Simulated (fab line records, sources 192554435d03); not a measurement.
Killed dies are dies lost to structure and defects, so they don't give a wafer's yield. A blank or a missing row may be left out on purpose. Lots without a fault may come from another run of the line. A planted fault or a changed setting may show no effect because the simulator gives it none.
A struck lot beside a sound one | flow n5_finfet | 36 steps out of a route of 1938
Sound: wafers L981.2, L981.4, L981.5. Struck: wafers L978.2, L978.5, L978.6. The cause comes at the end.
At each step with rows: each side's tool, then ch and its chambers, then its first start. Under that, the readings that differ: sound wafers | struck wafers | difference of the means | sigmas: that difference in standard deviations of wafers without a fault.
alike: readings whose means differ by less than 2 such deviations, and words and numbers that are the same on both sides. not compared: withheld readings, readings that some wafer has no value for, bounds like >300 that may hide the same value, and numbers for which the record gives no deviation and whose values overlap.
The two part at a step that has a row with sigmas, a row that says differs or no value, or rows on one side only. Numbers that don't overlap but have no deviation are shown without sigmas and don't part them. A reading that every wafer of one side lacks parts them only if that side has two wafers or more.

first, 11 steps without rows for these wafers: N5_FIN_SAQP_SPACER1_ALD_24 (deposits SiO2, target thk 20.3 nm, pulse time 1 s, purge time 2 s); N5_FIN_SAQP_SPACER1_ETCHBACK_25 (etches SiO2 in CHF3/O2, target depth 24.4 nm, time 12.2 s); N5_FIN_SAQP_MANDREL1_REMOVE_56 (chemistry HBr/Cl2/O2, target a-Si, stops on SiNx, bt time 10 s); N5_FIN_SAQP_ETCH_57 (etches SiNx in CH3F/O2, target depth 32.5 nm, time 46.4 s); N5_FIN_SAQP_ETCH_65 (etches SiO2 in CF4, target depth 4 nm, time 4.4 s); N5_FIN_SAQP_MANDREL_ETCH_58 (etches a-Si in HBr/Cl2, stops on SiNx, target depth 45 nm, bt time 10 s, time 27 s); N5_FIN_SAQP_RECESS_63 (chemistry HF/NH3, target SiO2, target depth 18 nm, afs cycles 3, sublimation time 60 s); N5_FIN_SAQP_COAT_68 (time 60 s, resist thk 100 nm); N5_FIN_SAQP_ETCH_69 (etches SOC in N2/H2, stops on SiNx, target depth 150 nm); N5_FIN_SAQP_ETCH_67 (etches SiNx in CH3F/O2, target depth 30 nm); N5_FIN_SAQP_STRIP_70 (strips in N2/H2).
N5_FIN_SAQP_RECESS_71: chemistry HF/NH3, target SiO2, target depth 3 nm, afs cycles 1, sublimation time 60 s.
  sound on vapor_etch-01 ch 0,1, day 6 07:20; struck on vapor_etch-02 ch 0,1, day 5 12:55
  alike: drypump_motor_current_A
then, 11 steps without rows for these wafers: N5_FIN_SAQP_SPACER2_ALD_28 (deposits SiO2, target thk 8.1 nm, pulse time 1 s, purge time 2 s); N5_FIN_SAQP_SPACER2_ETCHBACK_29 (etches SiO2 in CHF3/O2, target depth 12.2 nm, time 6.1 s); N5_FIN_SAQP_MANDREL2_REMOVE_60 (chemistry HBr/Cl2/O2, target a-Si, stops on SiNx, bt time 10 s); N5_FIN_SAQP_HM_OPEN_33 (chemistry CH3F/O2, target SiNx, target depth 49.4 nm, time 70.6 s); N5_FIN_SAQP_ETCH_34 (etches SiO2 in C4F6/O2, target depth 45 nm, time 15 s); N5_FIN_SAQP_STRIP_77 (strips in N2/H2, time 90 s); N5_FIN_SAQP_ETCH_64 (etches SiO2 in CF4, target depth 1.5 nm); N5_FIN_SAQP_FIN_ETCH_36 (etches the open film in HBr/Cl2/O2, target depth 120 nm, time 50.4 s); N5_FIN_SAQP_PRECLEAN_38 (cleans in O3/DIW, time 45 s); N5_FIN_SAQP_PRECLEAN_45 (cleans in dHF, time 10 s); N5_FIN_SAQP_SRD_39 (time 30 s).
N5_FIN_SAQP_INSPECT_40: inspects for defects (brightfield).
  sound on defect_inspect-01, day 6 08:35; struck on defect_inspect-01, day 5 14:15
  reading          | sound       | struck      | difference | sigmas
  raw_defect_count | 157 202 177 | 528 584 540 | +372       | +6
then, 9 steps without rows for these wafers: N5_FIN_CUT_COAT_18 (time 60 s, resist thk 230 nm); N5_FIN_CUT_COAT_19 (time 60 s, resist thk 20 nm); N5_FIN_CUT_COAT_29 (time 60 s, resist thk 10 nm); N5_FIN_CUT_COAT_02 (resist thk 30 nm); N5_FIN_CUT_EBR_04; N5_FIN_CUT_SOFTBAKE_03 (time 60 s); N5_FIN_CUT_EXPOSE_05 (exposes mask FIN CUT); N5_FIN_CUT_PEB_06 (peb time 60 s); N5_FIN_CUT_DEVELOP_07 (develop time 30 s).
N5_FIN_CUT_INSPECT_10: inspects for defects (brightfield).
  sound on defect_inspect-01, day 6 09:06; struck on defect_inspect-01, day 5 14:46
  reading          | sound    | struck      | difference | sigmas
  raw_defect_count | 28 23 23 | 410 414 409 | +386       | +32
then, 1 step without rows for these wafers: N5_FIN_CUT_DESCUM_13 (chemistry O2, time 7 s).
-- the record jumps here: 11 days lie between the struck wafers' starts before and after (it left off in module FIN_CUT and takes up again in module PASSIVATION, whose first step shown is number 1936 of the route) --
N5_PASSIVATION_PROBE_49:
  the record has rows for the struck wafers here (prober-01, day 16 19:28) and none for the sound ones

WHERE THEY PART
First at N5_FIN_SAQP_INSPECT_40; last, within this record, at N5_PASSIVATION_PROBE_49.

WHY: what the simulator had put in
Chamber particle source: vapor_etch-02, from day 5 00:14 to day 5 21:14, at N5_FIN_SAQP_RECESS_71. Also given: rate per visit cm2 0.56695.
